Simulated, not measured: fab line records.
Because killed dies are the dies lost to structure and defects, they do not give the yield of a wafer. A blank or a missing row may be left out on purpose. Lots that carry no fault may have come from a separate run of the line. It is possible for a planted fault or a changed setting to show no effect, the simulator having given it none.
Matching of chambers / flow nand_harc / NHARC_A_STAIRCASE_DESCUM_291 on rie_diel-12: 4 sister chambers
The step chemistry O2, time 3 s. 16 wafers are shown with their chamber, then 8 later ones without.

== WAFERS WITH THEIR CHAMBER ==
wafer=L074.1; chamber=1; drypump_motor_current_A (A)=5.7; showerhead_plenum_p_Torr (Torr)=1.99; oes_product_au (a.u.)=0.988
wafer=L074.2; chamber=2; drypump_motor_current_A (A)=6.2; showerhead_plenum_p_Torr (Torr)=1.83; oes_product_au (a.u.)=1.001
wafer=L074.4; chamber=3; drypump_motor_current_A (A)=5.8; showerhead_plenum_p_Torr (Torr)=1.77; oes_product_au (a.u.)=1.008
wafer=L076.1; chamber=2; drypump_motor_current_A (A)=6.2; showerhead_plenum_p_Torr (Torr)=1.83; oes_product_au (a.u.)=1.003
wafer=L076.2; chamber=1; drypump_motor_current_A (A)=5.8; showerhead_plenum_p_Torr (Torr)=1.98; oes_product_au (a.u.)=0.983
wafer=L076.5; chamber=1; drypump_motor_current_A (A)=5.8; showerhead_plenum_p_Torr (Torr)=1.98; oes_product_au (a.u.)=0.990
wafer=L079.2; chamber=2; drypump_motor_current_A (A)=6.2; showerhead_plenum_p_Torr (Torr)=1.83; oes_product_au (a.u.)=1.005
wafer=L079.5; chamber=2; drypump_motor_current_A (A)=6.3; showerhead_plenum_p_Torr (Torr)=1.83; oes_product_au (a.u.)=1.001
wafer=L079.6; chamber=3; drypump_motor_current_A (A)=5.8; showerhead_plenum_p_Torr (Torr)=1.76; oes_product_au (a.u.)=1.005
wafer=L085.1; chamber=1; drypump_motor_current_A (A)=5.8; showerhead_plenum_p_Torr (Torr)=1.97; oes_product_au (a.u.)=0.986
wafer=L085.2; chamber=3; drypump_motor_current_A (A)=5.8; showerhead_plenum_p_Torr (Torr)=2.07; oes_product_au (a.u.)=1.017
wafer=L085.3; chamber=2; drypump_motor_current_A (A)=6.2; showerhead_plenum_p_Torr (Torr)=1.82; oes_product_au (a.u.)=1.026
wafer=L090.1; chamber=0; drypump_motor_current_A (A)=5.9; showerhead_plenum_p_Torr (Torr)=2.05; oes_product_au (a.u.)=1.003
wafer=L090.3; chamber=2; drypump_motor_current_A (A)=6.2; showerhead_plenum_p_Torr (Torr)=1.82; oes_product_au (a.u.)=1.002
wafer=L090.5; chamber=0; drypump_motor_current_A (A)=5.9; showerhead_plenum_p_Torr (Torr)=2.05; oes_product_au (a.u.)=0.994
wafer=L089.1; chamber=2; drypump_motor_current_A (A)=6.1; showerhead_plenum_p_Torr (Torr)=1.82; oes_product_au (a.u.)=1.018

SIGNATURES (averages over the wafers above)
reading=drypump_motor_current_A; chamber 0=5.900; chamber 1=5.775; chamber 2=6.200; chamber 3=5.800; scatter within a chamber=0.0479
reading=showerhead_plenum_p_Torr; chamber 0=2.0500; chamber 1=1.9800; chamber 2=1.8257; chamber 3=1.8667; scatter within a chamber=0.0721
reading=oes_product_au; chamber 0=0.99850; chamber 1=0.98675; chamber 2=1.00800; chamber 3=1.01000; scatter within a chamber=0.00784
Rule: a wafer lies at a distance from a chamber equal to the root of the sum of squares, over the readings, of (its reading less the chamber's mean, divided by the reading's scatter). If the next closest chamber is less than 2 further off than the closest, the wafer can't be placed; otherwise it belongs to the closest. The scatter: take each reading less its chamber's mean, square it, sum over the shown wafers, divide by the number of wafers less the number of chambers, and take the root.

== WAFERS MISSING THEIR CHAMBER ==
wafer=L089.3; drypump_motor_current_A (A)=5.9; showerhead_plenum_p_Torr (Torr)=2.05; oes_product_au (a.u.)=0.989
wafer=L089.6; drypump_motor_current_A (A)=5.9; showerhead_plenum_p_Torr (Torr)=2.05; oes_product_au (a.u.)=0.986
wafer=L091.3; drypump_motor_current_A (A)=5.8; showerhead_plenum_p_Torr (Torr)=2.07; oes_product_au (a.u.)=1.013
wafer=L091.4; drypump_motor_current_A (A)=5.8; showerhead_plenum_p_Torr (Torr)=1.97; oes_product_au (a.u.)=0.983
wafer=L091.6; drypump_motor_current_A (A)=5.8; showerhead_plenum_p_Torr (Torr)=2.07; oes_product_au (a.u.)=1.005
wafer=L097.2; drypump_motor_current_A (A)=5.8; showerhead_plenum_p_Torr (Torr)=1.96; oes_product_au (a.u.)=0.993
wafer=L097.3; drypump_motor_current_A (A)=5.8; showerhead_plenum_p_Torr (Torr)=2.06; oes_product_au (a.u.)=1.018
wafer=L097.6; drypump_motor_current_A (A)=6.2; showerhead_plenum_p_Torr (Torr)=1.81; oes_product_au (a.u.)=1.012

== CHAMBER TAKEN BY EACH ==
wafer=L089.3; from the rows above=can't be placed: 0 or 1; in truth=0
wafer=L089.6; from the rows above=can't be placed: 0 or 1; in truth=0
wafer=L091.3; from the rows above=can't be placed: 0 or 3 or 1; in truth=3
wafer=L091.4; from the rows above=1; in truth=1
wafer=L091.6; from the rows above=can't be placed: 0 or 1 or 3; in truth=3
wafer=L097.2; from the rows above=can't be placed: 1 or 3 or 0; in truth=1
wafer=L097.3; from the rows above=can't be placed: 3 or 0 or 1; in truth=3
wafer=L097.6; from the rows above=2; in truth=2
Correctly placed: 2 of 8. Cannot be placed on the basis of these rows: 6; the candidates contain the true chamber in 6. 0 placed wrongly.
